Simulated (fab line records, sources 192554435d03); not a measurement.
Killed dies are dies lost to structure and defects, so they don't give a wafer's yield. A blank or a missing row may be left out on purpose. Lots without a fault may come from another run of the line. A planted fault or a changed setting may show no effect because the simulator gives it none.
fab line records | flow n5_finfet
record lots=7 wafers=21 last_day=17
route steps=1938 shown PMOS_HMC_CHANNEL_EPI@60 BEOL_M4@1111 PASSIVATION@1936
lots that met no fault: from a run of the same line without faults
start_h: hours from the record's first day to the start of the lot's first wafer shown | wait_h: hours since the lot's step before | " the same as in the row above | L1.1+2: a row that stands for several wafers | - no value, or no start given | * or withheld: withheld | < > ~ a bound
route shown NAME@n: a module of which the file shows steps, and the number in the route of the first | usual: mean/standard deviation of fault-free wafers | same: alike in all rows | chamber/n: place in a boat | sites: the reading at each site | _std_site: their standard deviation | _edge_site: outer sites' mean less inner sites' | radius_mm: how far each site lies from the wafer's centre | mask NAME#n: copy n | behind: the tool/chamber that last shaped the wafer | hold: why the lot was held/for how many hours/how that ended | device: the transistor (n, p or np) that didn't switch | end of line: the same wafers' tests at the end of the route | a step without rows: its recipe alone | killed: dies lost to structure and defects at the first sort, not the wafer's yield | map: a wafer's dies, x killed, . not, _ none there
set.NAME: the setting as run; set.NAME@STEP: as run at that earlier step | model.NAME: the simulator's own value behind a step, which no gauge read
lots at some steps of the route; a table a step, a row a wafer
services: from which hour (start_h, from the record's first day; less than 0 if before it) a tool's chamber was out of use, for how many hours, and why
## steps
# step N5_PMOS_HMC_CHANNEL_EPI_EBR_05
# recipe solvent=PGMEA ebr_width_mm=1.5
# step N5_PMOS_HMC_CHANNEL_EPI_SOFTBAKE_04
# recipe temp_c=110 time_s=60 resist=CAR-ArF-block
# step N5_PMOS_HMC_CHANNEL_EPI_EXPOSE_06
# recipe mask_id=PMOS_HMC_BLK na=1.35 source_shape=conventional sigma_outer=0.8 polarization=unpolarized target_cd_nm=240 dose_mj=41
# step N5_PMOS_HMC_CHANNEL_EPI_PEB_07
# recipe peb_temp_c=110 peb_time_s=60 resist=CAR-ArF-block
# step N5_PMOS_HMC_CHANNEL_EPI_DEVELOP_08
# recipe develop_time_s=30 developer=TMAH resist=CAR-ArF-block dev_temp_c=23 rinse_liquid=diw dry=air_spin
# step N5_PMOS_HMC_CHANNEL_EPI_CD_MEAS_09
# recipe target_cd_nm=237.4 landing_energy_ev=500 detector=se_inlens
# usual cd_nm=237.0/0.94
# columns lot.wafer tool chamber start_h wait_h cd_nm
L146.2 cd_sem-03 0 41.49 - 238.0
L146.4 " 0 " " 237.6
L146.5 " 0 " " 238.0
L154.1 cd_sem-01 0 89.71 - 236.6
L154.5 " 0 " " 237.2
L154.6 " 0 " " 237.8
L156.3 cd_sem-01 0 101.63 - 235.0
L156.4 " 0 " " 236.7
L156.6 " 0 " " 235.8
L157.2 cd_sem-01 0 107.37 - 236.2
L157.3 " 0 " " 236.8
L157.4 " 0 " " 237.4
L158.2 cd_sem-01 0 113.29 - 236.8
L158.4 " 0 " " 235.2
L158.6 " 0 " " 236.3
L159.1 cd_sem-02 0 119.02 - 237.0
L159.5 " 0 " " 238.8
L159.6 " 0 " " 238.1
L163.2 cd_sem-03 0 143.09 - 239.5
L163.5 " 0 " " 237.2
L163.6 " 0 " " 236.7
# step N5_PMOS_HMC_CHANNEL_EPI_OVL_MEAS_10
# recipe points_per_wafer=44
# usual PMOS_HMC_BLK_OVL=0.6/0.67
# columns lot.wafer tool chamber start_h wait_h PMOS_HMC_BLK_OVL[nm]
L146.2 overlay-01 0 41.52 0.0 -0.2
L146.4 " 0 " " 1.3
L146.5 " 0 " " -0.1
L154.1 overlay-02 0 89.74 0.0 -0.7
L154.5 " 0 " " 0.6
L154.6 " 0 " " -0.5
L156.3 overlay-01 0 101.66 0.0 1.2
L156.4 " 0 " " -0.3
L156.6 " 0 " " 0.2
L157.2 overlay-02 0 107.40 0.0 1.0
L157.3 " 0 " " 0.2
L157.4 " 0 " " 1.8
L158.2 overlay-01 0 113.32 0.0 -0.2
L158.4 " 0 " " 1.2
L158.6 " 0 " " 0.9
L159.1 overlay-01 0 119.05 0.0 0.4
L159.5 " 0 " " 0.5
L159.6 " 0 " " 0.4
L163.2 overlay-01 0 143.12 0.0 0.6
L163.5 " 0 " " 0.1
L163.6 " 0 " " 0.8
# step N5_PMOS_HMC_CHANNEL_EPI_INSPECT_11
# recipe mode=adi inspect_instrument=macro
# usual raw_defect_count=1.9/1.5
# columns lot.wafer tool chamber start_h wait_h raw_defect_count
L146.2 defect_inspect-01 - 41.55 0.0 0
L146.4 " - " " 2
L146.5 " - " " 1
L154.1 defect_inspect-01 - 89.77 0.0 3
L154.5 " - " " 2
L154.6 " - " " 2
L156.3 defect_inspect-02 - 101.68 0.0 1
L156.4 " - " " 4
L156.6 " - " " 3
L157.2 defect_inspect-01 - 107.42 0.0 4
L157.3 " - " " 6
L157.4 " - " " 3
L158.2 defect_inspect-01 - 113.34 0.0 3
L158.4 " - " " 1
L158.6 " - " " 0
L159.1 defect_inspect-02 - 119.07 0.0 5
L159.5 " - " " 1
L159.6 " - " " 3
L163.2 defect_inspect-02 - 143.14 0.0 1
L163.5 " - " " 4
L163.6 " - " " 4
# step N5_PMOS_HMC_CHANNEL_EPI_DESCUM_14
# recipe chemistry=O2 time_s=7.9 source_power_w=50 bias_power_w=20 pressure_mtorr=20 rf_frequency_hz=2.712e+07 temp_c=40 resist=CAR-ArF-block o2_flow_sccm=225
# usual bias_power_w=20.00/0.065 drypump_motor_current_A=5.6/0.49 oes_product_au=0.76/0.067 rf_vpp_V=243.4/1.7 showerhead_plenum_p_Torr=2.10/0.098 throttle_valve_pct=20.50/0.26
# same time_s=7.9
# columns lot.wafer tool chamber start_h wait_h bias_power_w drypump_motor_current_A oes_product_au rf_hours_counter_h rf_vpp_V showerhead_plenum_p_Torr throttle_valve_pct
L146.2 rie_diel-02 0 41.58 0.0 20.02 5.2 0.79 108 245.6 2.20 20.76
L146.4 " 3 " " 20.08 5.5 0.79 104 244.7 2.18 20.47
L146.5 " 1 " " 19.92 5.7 0.71 - 241.2 1.98 20.88
L154.1 rie_diel-06 2 89.80 0.0 19.98 5.9 0.68 215 240.3 2.06 20.64
L154.5 " 0 " " 19.96 5.1 0.76 - 242.0 2.00 20.31
L154.6 " 3 " " 19.94 6.5 0.76 - 245.0 2.19 20.22
L156.3 rie_diel-05 3 101.72 0.0 20.05 5.6 0.76 140 244.8 2.19 20.22
L156.4 " 0 " " 19.98 6.2 0.72 202 242.4 1.98 20.55
L156.6 " 3 " " 20.01 5.6 0.76 - 244.6 2.19 20.21
L157.2 rie_diel-02 0 107.49 0.1 20.03 5.2 0.76 126 245.1 2.20 20.79
L157.3 " 3 " " 20.06 5.5 0.77 125 244.3 2.17 20.51
L157.4 " 3 " " 19.99 5.5 0.77 - 245.4 2.17 20.49
L158.2 rie_diel-02 3 113.38 0.0 20.01 5.5 0.77 127 244.4 2.17 20.50
L158.4 " 0 " " 19.91 5.2 0.77 - 244.2 2.19 20.80
L158.6 " 1 " " 20.02 5.6 0.70 - 241.8 1.98 20.92
L159.1 rie_diel-02 0 119.38 0.3 20.13 5.2 0.76 132 244.5 2.19 20.80
L159.5 " 0 " " 20.05 5.2 0.76 - 245.1 2.19 20.81
L159.6 " 3 " " 20.01 5.5 0.76 - 244.9 2.17 20.51
L163.2 rie_diel-06 3 143.18 0.0 19.97 6.5 0.75 147 244.2 2.18 20.24
L163.5 " 0 " " 20.06 5.1 0.74 - 241.8 1.99 20.35
L163.6 " 3 " " 19.85 6.5 0.74 - 244.7 2.18 20.26
# step N5_PMOS_HMC_CHANNEL_EPI_ETCH_32
# recipe chemistry=N2/H2 target=BARC stop_on=SiO2 target_depth_a=858 over_etch_frac=0.3 time_s=50.3 ion_energy_ev=200 mask_material=CAR-ArF-block pressure_mtorr=30 source_w=840 bias_w=150 n2_flow_sccm=200 h2_flow_sccm=200
# usual drypump_motor_current_A=5.6/0.49 n2_flow_sccm=200.1/0.61 oes_product_au=0.65/0.053 rf_vpp_V=524/3.3 showerhead_plenum_p_Torr=2.56/0.12 throttle_valve_pct=18.01/0.3
# same time_s=50.3
# columns lot.wafer tool chamber start_h wait_h drypump_motor_current_A n2_flow_sccm oes_product_au rf_hours_counter_h rf_vpp_V showerhead_plenum_p_Torr throttle_valve_pct
L146.2 rie_diel-02 0 41.62 0.0 5.2 200.7 0.67 108 527 2.65 18.02
L146.4 " 3 " " 5.5 200.4 0.68 104 529 2.67 17.98
L146.5 " 1 " " 5.6 199.7 0.62 - 521 2.42 18.54
L154.1 rie_diel-06 2 89.83 0.0 5.9 201.0 0.58 215 524 2.51 18.16
L154.5 " 0 " " 5.2 200.2 0.66 - 521 2.43 17.71
L154.6 " 3 " " 6.4 198.4 0.66 - 527 2.66 17.73
L156.3 rie_diel-05 3 101.75 0.0 5.6 199.5 0.64 140 527 2.67 17.73
L156.4 " 0 " " 6.1 200.5 0.63 202 520 2.41 18.08
L156.6 " 3 " " 5.6 200.3 0.64 - 528 2.67 17.74
L157.2 rie_diel-02 0 107.52 0.0 5.2 199.6 0.65 126 528 2.65 18.06
L157.3 " 3 " " 5.5 199.5 0.65 125 527 2.66 18.01
L157.4 " 3 " " 5.5 199.4 0.66 - 529 2.66 18.02
L158.2 rie_diel-02 3 113.41 0.0 5.5 200.1 0.66 127 527 2.66 18.01
L158.4 " 0 " " 5.2 199.0 0.66 - 527 2.65 18.06
L158.6 " 1 " " 5.6 200.1 0.60 - 520 2.41 18.56
L159.1 rie_diel-02 0 119.43 0.0 5.2 200.5 0.65 132 528 2.64 18.05
L159.5 " 0 " " 5.2 200.5 0.66 - 528 2.64 18.05
L159.6 " 3 " " 5.5 199.8 0.65 - 527 2.66 18.02
L163.2 rie_diel-06 3 143.21 0.0 6.5 199.5 0.65 147 527 2.65 17.78
L163.5 " 0 " " 5.2 200.3 0.64 - 521 2.43 17.78
L163.6 " 3 " " 6.5 199.4 0.64 - 527 2.65 17.77
# step N5_PMOS_HMC_CHANNEL_EPI_HM_OPEN_15
# recipe chemistry=CHF3/O2 target=SiO2 mask_material=CAR-ArF-block target_depth_a=406 CHF3_flow_sccm=50 O2_flow_sccm=5 Ar_flow_sccm=200 time_s=20.3 pressure_mtorr=30 source_w=650 bias_w=170 ion_energy_ev=200
# usual drypump_motor_current_A=5.6/0.49 oes_ar_750_au=0.76/0.058 oes_product_au=0.76/0.063 rf_vpp_V=525/7.2 showerhead_plenum_p_Torr=2.42/0.11 throttle_valve_pct=18.98/0.24
# same time_s=20.3
# columns lot.wafer tool chamber start_h wait_h drypump_motor_current_A oes_ar_750_au oes_product_au rf_hours_counter_h rf_vpp_V showerhead_plenum_p_Torr throttle_valve_pct
L146.2 rie_diel-02 0 41.66 0.0 5.2 0.79 0.77 108 516 2.51 19.14
L146.4 " 3 " " 5.5 0.79 0.78 104 523 2.52 19.01
L146.5 " 1 " " 5.6 0.72 0.70 - 520 2.27 19.26
L154.1 rie_diel-06 2 89.88 0.0 5.9 0.70 0.69 215 514 2.37 19.10
L154.5 " 0 " " 5.2 0.77 0.77 - 524 2.32 18.87
L154.6 " 3 " " 6.5 0.76 0.76 - 537 2.50 18.63
L156.3 rie_diel-05 3 101.79 0.0 5.6 0.76 0.75 140 529 2.52 18.69
L156.4 " 0 " " 6.2 0.73 0.74 202 526 2.28 19.05
L156.6 " 3 " " 5.6 0.75 0.76 - 531 2.52 18.69
L157.2 rie_diel-02 0 107.56 0.0 5.2 0.77 0.76 126 516 2.50 19.16
L157.3 " 3 " " 5.5 0.76 0.76 125 523 2.51 19.06
L157.4 " 3 " " 5.5 0.77 0.76 - 523 2.51 19.04
L158.2 rie_diel-02 3 113.45 0.0 5.5 0.76 0.76 127 524 2.51 19.05
L158.4 " 0 " " 5.2 0.77 0.75 - 516 2.50 19.17
L158.6 " 1 " " 5.6 0.71 0.69 - 519 2.26 19.30
L159.1 rie_diel-02 0 119.49 0.0 5.2 0.76 0.76 132 517 2.50 19.17
L159.5 " 0 " " 5.2 0.76 0.75 - 518 2.50 19.18
L159.6 " 3 " " 5.5 0.76 0.75 - 524 2.51 19.06
L163.2 rie_diel-06 3 143.25 0.0 6.5 0.75 0.74 147 538 2.50 18.67
L163.5 " 0 " " 5.1 0.75 0.75 - 522 2.31 18.89
L163.6 " 3 " " 6.4 0.75 0.75 - 538 2.50 18.68
# step N5_PMOS_HMC_CHANNEL_EPI_STRIP_33
# recipe chemistry=N2/H2 power_w=500 temp_c=40 pressure_mtorr=50 rf_frequency_hz=6e+07 overash_fraction=0.3 bias_power_w=8 h2_frac=0.5 n2_flow_sccm=300 h2_flow_sccm=300
# usual bias_power_w=8.001/0.022 chamber_pressure_mTorr=50.00/0.088 drypump_motor_current_A=5.6/0.49 n2_flow_sccm=300.2/0.86 oes_product_au=0.76/0.067 rf_vpp_V=54.2/1.7 showerhead_plenum_p_Torr=3.38/0.15 throttle_valve_pct=19.1/0.5
# columns lot.wafer tool chamber start_h wait_h bias_power_w chamber_pressure_mTorr drypump_motor_current_A n2_flow_sccm oes_product_au rf_hours_counter_h rf_vpp_V showerhead_plenum_p_Torr throttle_valve_pct
L146.2 rie_diel-02 0 41.71 0.0 7.976 49.92 5.2 300.6 0.79 108 56.5 3.50 18.8
L146.4 " 3 " " 7.984 50.11 5.5 299.9 0.79 104 55.0 3.52 18.9
L146.5 " 1 " " 8.048 50.00 5.6 300.2 0.71 - 51.0 3.20 20.1
L154.1 rie_diel-06 2 89.93 0.0 8.022 49.98 5.9 300.8 0.68 215 53.7 3.32 19.3
L154.5 " 0 " " 8.011 49.90 5.1 300.6 0.76 - 53.4 3.22 18.6
L154.6 " 3 " " 7.989 49.99 6.5 301.1 0.76 - 55.3 3.50 19.0
L156.3 rie_diel-05 3 101.85 0.0 8.021 49.96 5.6 298.2 0.76 140 52.6 3.52 18.8
L156.4 " 0 " " 7.996 49.94 6.2 300.7 0.73 202 52.8 3.20 19.3
L156.6 " 3 " " 8.037 50.00 5.6 300.0 0.76 - 57.0 3.52 18.9
L157.2 rie_diel-02 0 107.62 0.0 7.988 49.89 5.2 301.5 0.77 126 55.2 3.49 18.9
L157.3 " 3 " " 8.003 49.95 5.6 299.6 0.75 125 56.4 3.51 18.9
L157.4 " 3 " " 8.044 49.95 5.5 300.4 0.77 - 54.2 3.51 18.9
L158.2 rie_diel-02 3 113.51 0.0 8.004 49.97 5.5 300.4 0.76 127 54.6 3.51 18.9
L158.4 " 0 " " 7.972 49.88 5.2 301.2 0.75 - 53.3 3.49 18.9
L158.6 " 1 " " 8.015 49.95 5.6 299.1 0.70 - 54.3 3.19 20.1
L159.1 rie_diel-02 0 119.58 0.1 7.974 50.05 5.2 300.8 0.76 132 55.6 3.49 18.9
L159.5 " 0 " " 7.974 50.02 5.2 301.6 0.75 - 54.2 3.49 18.9
L159.6 " 3 " " 7.972 49.95 5.5 300.1 0.76 - 51.2 3.51 18.9
L163.2 rie_diel-06 3 143.31 0.0 8.005 50.14 6.5 299.4 0.75 147 54.7 3.49 19.0
L163.5 " 0 " " 7.977 50.19 5.2 299.9 0.74 - 53.8 3.21 18.6
L163.6 " 3 " " 7.977 50.13 6.6 300.4 0.74 - 53.5 3.49 19.0
# step N5_PMOS_HMC_CHANNEL_EPI_STRIP_17
# recipe chemistry=SPM time_s=750 temp_c=130 h2so4_h2o2_vol_ratio=4 dry=ipa_marangoni
# usual bath_guard_temp_C=130.0/0.6 bath_heat_duty_pct=14.6/1.5 time_s=750/0
# columns lot.wafer tool chamber start_h wait_h bath_guard_temp_C bath_heat_duty_pct time_s
L146.2 wet_bench-02 5 41.78 - 130.0 15.4 750
L146.4 " 3 " " 130.7 13.2 750
L146.5 " 2 " " 129.2 12.7 750
L154.1 wet_bench-02 0 90.00 - 129.3 13.7 750
L154.5 " 7 " " 130.7 16.7 750
L154.6 " 4 " " 129.8 16.1 750
L156.3 wet_bench-01 1 101.92 - - - -
L156.4 " 0 " " - - -
L156.6 " 3 " " - - -
L157.2 wet_bench-02 5 107.69 - - - -
L157.3 " 4 " " - - -
L157.4 " 2 " " - - -
L158.2 wet_bench-04 5 113.58 - - - -
L158.4 " 6 " " - - -
L158.6 " 0 " " - - -
L159.1 wet_bench-01 2 119.66 - 129.6 13.0 750
L159.5 " 4 " " 129.6 13.3 750
L159.6 " 0 " " 129.1 15.0 750
L163.2 wet_bench-02 7 143.38 - 130.8 15.5 750
L163.5 " 5 " " 130.2 15.4 750
L163.6 " 6 " " 129.8 15.8 750
# step N5_PMOS_HMC_CHANNEL_EPI_ETCH_38
# recipe chemistry=CF4 target=SiO2 target_depth_a=15 ion_energy_ev=350 pressure_mtorr=10 icp_w=800 bias_w=400 cf4_flow_sccm=80
# usual cf4_flow_sccm=79.99/0.22 drypump_motor_current_A=5.5/0.41 oes_product_au=1.004/0.017 throttle_valve_pct=21.84/0.23
# columns lot.wafer tool chamber start_h wait_h cf4_flow_sccm drypump_motor_current_A oes_product_au rf_hours_counter_h throttle_valve_pct
L146.2 rie_si-04 3 42.04 0.0 80.07 5.3 0.994 128 21.65
L146.4 " 1 " " 80.08 5.2 1.013 80 22.23
L146.5 " 0 " " 79.93 5.9 0.988 - 21.89
L154.1 rie_si-06 1 90.24 0.0 80.00 5.3 0.995 178 21.60
L154.5 " 1 " " 79.66 5.3 1.001 - 21.61
L154.6 " 2 " " 79.84 5.7 1.009 - 21.87
L156.3 rie_si-04 2 102.15 0.0 79.95 5.0 1.024 159 22.17
L156.4 " 1 " " 80.05 5.2 1.020 81 22.24
L156.6 " 1 " " 80.39 5.2 1.023 - 22.23
L157.2 rie_si-06 1 107.94 0.0 79.89 5.3 1.001 178 21.60
L157.3 " 3 " " 80.02 5.0 0.979 157 21.56
L157.4 " 0 " " 79.51 6.2 1.033 181 21.73
L158.2 rie_si-06 0 113.82 0.0 80.18 6.2 1.028 181 21.73
L158.4 " 3 " " 79.96 5.0 0.972 157 21.56
L158.6 " 0 " " 79.95 6.2 1.026 - 21.72
L159.1 rie_si-05 1 119.90 0.0 79.61 5.5 0.986 33 22.24
L159.5 " 3 " " 80.11 5.6 0.991 - 21.66
L159.6 " 2 " " 80.15 5.5 0.986 - 21.73
L163.2 rie_si-05 3 143.61 0.0 79.90 5.6 0.995 188 21.65
L163.5 " 1 " " 79.93 5.6 0.984 - 22.24
L163.6 " 0 " " 80.36 6.3 1.007 - 21.86
# step N5_BEOL_M4_RC_MEAS_101
# usual DIBL_N=36.2/1.7 DIBL_P=36.2/2.2 IOFF_N=0.16/0.035 IOFF_P=0.21/0.042 ION_N=673/13 ION_P=462/7.9 SS_N=71.4/0.59 SS_P=73.2/0.7 VT_N=250/3.6 VT_P=-251/3.5
# columns lot.wafer tool chamber start_h wait_h DIBL_N[mV/V] DIBL_P[mV/V] IOFF_N[nA/um] IOFF_P[nA/um] ION_N[uA/um] ION_P[uA/um] SS_N[mV/dec] SS_P[mV/dec] VT_N[mV] VT_P[mV]
L146.2 prober-02 0 178.33 0.2 35.6 35.1 0.16 0.21 672 465 70.8 73.2 249 -251
L146.4 " 0 " " 33.1 32.7 0.11 0.16 654 456 70.4 72.1 255 -253
L146.5 " 0 " " 35.7 36.2 0.16 0.23 674 462 71.2 73.7 247 -248
L154.1 prober-02 0 244.11 0.0 36.4 36.5 0.14 0.18 672 457 70.7 73.1 250 -256
L154.5 " 0 " " 36.0 36.5 0.13 0.18 668 458 70.6 74.5 250 -254
L154.6 " 0 " " 36.7 36.5 0.15 0.19 678 465 71.2 73.4 253 -253
L156.3 prober-01 0 245.22 0.3 35.2 36.0 0.14 0.21 666 472 71.5 72.7 253 -250
L156.4 " 0 " " 35.0 37.0 0.14 0.23 663 470 71.2 73.3 250 -245
L156.6 " 0 " " 36.5 37.8 0.15 0.24 677 471 71.5 73.4 250 -246
L157.2 prober-02 0 251.06 0.2 37.3 37.9 0.20 0.26 697 474 72.0 73.6 247 -246
L157.3 " 0 " " 36.7 37.5 0.18 0.25 681 470 71.7 74.1 248 -248
L157.4 " 0 " " 35.9 34.7 0.16 0.20 682 472 72.6 72.5 252 -252
L158.2 prober-02 0 253.81 0.2 35.4 34.4 0.12 0.17 670 456 71.5 72.6 252 -253
L158.4 " 0 " " 37.2 36.9 0.15 0.20 677 460 71.5 73.8 253 -253
L158.6 " 0 " " 34.5 33.1 0.11 0.15 645 444 71.3 72.0 257 -255
L159.1 prober-02 0 276.94 0.0 35.1 35.7 0.15 0.21 662 457 71.4 72.8 250 -249
L159.5 " 0 " " 34.8 35.5 0.15 0.21 669 461 71.2 72.5 249 -251
L159.6 " 0 " " 37.0 37.2 0.18 0.24 681 465 71.5 73.2 247 -249
L163.2 prober-01 0 302.35 0.2 37.6 36.4 0.15 0.23 666 464 71.0 72.8 252 -248
L163.5 " 0 " " 36.7 34.8 0.15 0.21 678 466 71.3 72.7 248 -251
L163.6 " 0 " " 36.3 34.9 0.13 0.20 673 466 71.0 73.6 252 -249
# step N5_PASSIVATION_PROBE_49
# usual defect_limited_yield=91.4/1.4 killed_at_M0_to_M3=31/10 killed_at_M4_up=14/5.6 killed_at_contacts=13/6.3 killed_at_front_end=39/10 killed_at_other=4/3.1 killed_dies=101/16 killed_on_rim=13/3.9 killed_open=65/13 killed_short=34/7.2 sort_bin_5_function=5.1/0.88 sort_bin_6_memory=3.2/0.66 sort_n_pass=1079/16 sort_yield_pct=91.4/1.4
# same gross_dies=1180 killed_at_back_side=0 sort_bin_4_leakage[%]=0 sort_bin_8_speed[%]=0
# columns lot.wafer tool chamber start_h wait_h defect_limited_yield[%] killed_at_M0_to_M3 killed_at_M4_up killed_at_contacts killed_at_front_end killed_at_other killed_dies killed_on_rim killed_open killed_short sort_bin_5_function[%] sort_bin_6_memory[%] sort_n_pass sort_yield_pct[%]
L146.2 prober-02 - 286.89 0.1 91.6 40 21 8 29 1 99 16 74 24 5.6 2.6 1081 91.6
L146.4 prober-02 - 286.99 0.2 89.7 51 19 10 32 10 122 16 86 31 6.4 3.4 1058 89.7
L146.5 prober-02 - 287.04 0.2 94.6 27 16 4 16 1 64 13 51 13 3.4 1.7 1116 94.6
L154.1 prober-01 - 346.54 0.0 90.2 33 14 25 43 1 116 14 85 30 6.7 2.7 1064 90.2
L154.5 prober-01 - 346.74 0.2 91.2 25 14 16 46 3 104 16 68 31 5.4 2.8 1076 91.2
L154.6 prober-01 - 346.79 0.3 89.9 48 15 28 27 1 119 16 80 39 5.8 4.1 1061 89.9
L156.3 prober-02 - 351.11 0.1 92.1 20 14 15 43 1 93 14 60 32 4.7 2.7 1087 92.1
L156.6 prober-02 - 351.26 0.3 91.9 29 20 13 26 8 96 15 71 24 5.0 3.1 1084 91.9
L159.1 prober-02 - 388.02 0.0 90.8 32 21 7 41 8 109 14 71 38 4.9 3.9 1071 90.8
L159.6 prober-02 - 388.27 0.3 91.1 38 12 4 51 0 105 10 62 42 4.8 3.6 1075 91.1
# killed by level:class
L146.2 BEOL_M2:geometric_particle:open=11 BEOL_M4:geometric_particle:open=11 BEOL_M0_SAQP:geometric_particle:open=9 STI_FIN_REVEAL:geometric_particle:open=8 BEOL_M3:geometric_particle:open=6 MOL_CONTACT_COAG:geometric_particle:open=5 FIN_SAQP:geometric_particle:open=4 DUMMY_GATE:geometric_particle:open=4
L146.4 BEOL_M3:geometric_particle:open=19 BEOL_M2:geometric_particle:open=16 BEOL_M4:geometric_particle:open=13 MOL_CONTACT_COAG:geometric_particle:open=7 FIN_SAQP:geometric_particle:open=6 BEOL_M0_SAQP:geometric_particle:short=6 STI_FIN_REVEAL:geometric_particle:open=5 BEOL_M0_SAQP:geometric_particle:open=5
L146.5 STI_FIN_REVEAL:geometric_particle:open=9 BEOL_M4:geometric_particle:open=9 BEOL_M2:geometric_particle:open=7 MOL_CONTACT_COAG:geometric_particle:open=4 BEOL_M0_SAQP:geometric_particle:open=4 BEOL_M3:geometric_particle:open=4 BEOL_M1:geometric_particle:open=3 BEOL_M3:geometric_particle:short=3
L154.1 MOL_CONTACT_COAG:geometric_particle:open=22 BEOL_M4:geometric_particle:open=11 BEOL_M0_SAQP:geometric_particle:open=10 FIN_SAQP:geometric_particle:short=9 BEOL_M2:geometric_particle:open=8 FIN_SAQP:geometric_particle:open=6 GATE_CUT:geometric_particle:open=6 BEOL_M0_SAQP:geometric_particle:short=5
L154.5 MOL_CONTACT_COAG:geometric_particle:open=13 FIN_SAQP:geometric_particle:open=8 FIN_SAQP:geometric_particle:short=8 STI_FIN_REVEAL:geometric_particle:open=8 BEOL_M0_SAQP:geometric_particle:open=7 STARTING-WAFER:geometric_particle:open=5 BEOL_M0_SAQP:geometric_particle:short=4 GATE_CUT:geometric_particle:short=4
L154.6 MOL_CONTACT_COAG:geometric_particle:open=23 BEOL_M0_SAQP:geometric_particle:short=10 BEOL_M0_SAQP:geometric_particle:open=9 BEOL_M4:geometric_particle:open=7 BEOL_M3:geometric_particle:open=7 FIN_SAQP:geometric_particle:short=6 BEOL_M0:geometric_particle:open=6 BEOL_M2:geometric_particle:open=6
L156.3 MOL_CONTACT_COAG:geometric_particle:open=12 FIN_SAQP:geometric_particle:short=11 BEOL_M1:geometric_particle:open=7 STI_FIN_REVEAL:geometric_particle:open=6 BEOL_M4:geometric_particle:open=6 STARTING-WAFER:geometric_particle:open=6 STARTING-WAFER:geometric_particle:short=5 FIN_SAQP:geometric_particle:open=4
L156.6 MOL_CONTACT_COAG:geometric_particle:open=12 STI_FIN_REVEAL:geometric_particle:open=11 BEOL_M0_SAQP:geometric_particle:short=10 BEOL_M2:geometric_particle:open=9 BEOL_M0_SAQP:geometric_particle:open=7 BEOL_M4:geometric_particle:open=7 BEOL_M5:geometric_particle:open=6 FIN_SAQP:geometric_particle:short=4
L159.1 FIN_SAQP:geometric_particle:short=9 BEOL_M5:geometric_particle:open=9 BEOL_M0_SAQP:geometric_particle:open=8 FIN_SAQP:geometric_particle:open=6 STI_FIN_REVEAL:geometric_particle:open=6 BEOL_M1:geometric_particle:open=6 DUMMY_GATE:geometric_particle:open=5 STARTING-WAFER:geometric_particle:short=5
L159.6 FIN_SAQP:geometric_particle:open=16 BEOL_M0_SAQP:geometric_particle:short=13 FIN_SAQP:geometric_particle:short=10 BEOL_M1:geometric_particle:open=10 ILD0:geometric_particle:short=5 BEOL_M0_SAQP:geometric_particle:open=5 BEOL_M2:geometric_particle:open=5 GATE_CUT:geometric_particle:short=4
## services
# columns tool chamber start_h hours kind
rie_diel-06 1 31.18 3.3 repair
rie_diel-06 1 34.97 - clean
rie_diel-06 1 34.97 - consumable_replace:focus_ring
rie_diel-06 1 34.97 - consumable_replace:showerhead
rie_diel-06 1 34.97 19.9 scheduled_down
rie_diel-02 - 46.50 0.5 repair
rie_diel-05 1 72.84 5.6 repair
wet_bench-04 - 101.59 3.4 repair
rie_si-05 2 104.00 2.9 repair
rie_diel-02 2 106.52 6.9 repair
rie_diel-02 1 113.58 17.4 repair
wet_bench-02 - 114.59 4.4 pm
rie_si-06 1 114.87 4.9 repair
rie_diel-05 1 115.02 3.4 repair
rie_diel-02 2 118.32 7.8 repair
rie_si-04 3 121.86 1.2 repair
rie_si-05 3 128.71 3.4 repair
rie_diel-02 2 131.09 - clean
rie_diel-02 2 131.09 - consumable_replace:focus_ring
rie_diel-02 2 131.09 - consumable_replace:showerhead
rie_diel-02 2 131.09 30.9 scheduled_down
rie_diel-02 2 131.09 30.9 vent_cycle
rie_si-04 2 132.35 7.1 repair
rie_si-05 3 133.45 6.2 repair
## key
first_sign step=N5_PMOS_HMC_CHANNEL_EPI_STRIP_17 reading=tool_record direction=missing
effect none on later readings
met_at N5_PMOS_HMC_CHANNEL_EPI_STRIP_17
struck_wafers L156.3,L156.4,L156.6,L157.2,L157.3,L157.4,L158.2,L158.4,L158.6
onset_between 90.00 101.92
fault kind=skipped_step_whole tool=wet_bench-01,wet_bench-02,wet_bench-04 chamber=- onset_h=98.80 steps=N5_PMOS_HMC_CHANNEL_EPI_STRIP_17 scope=struck_lots_only
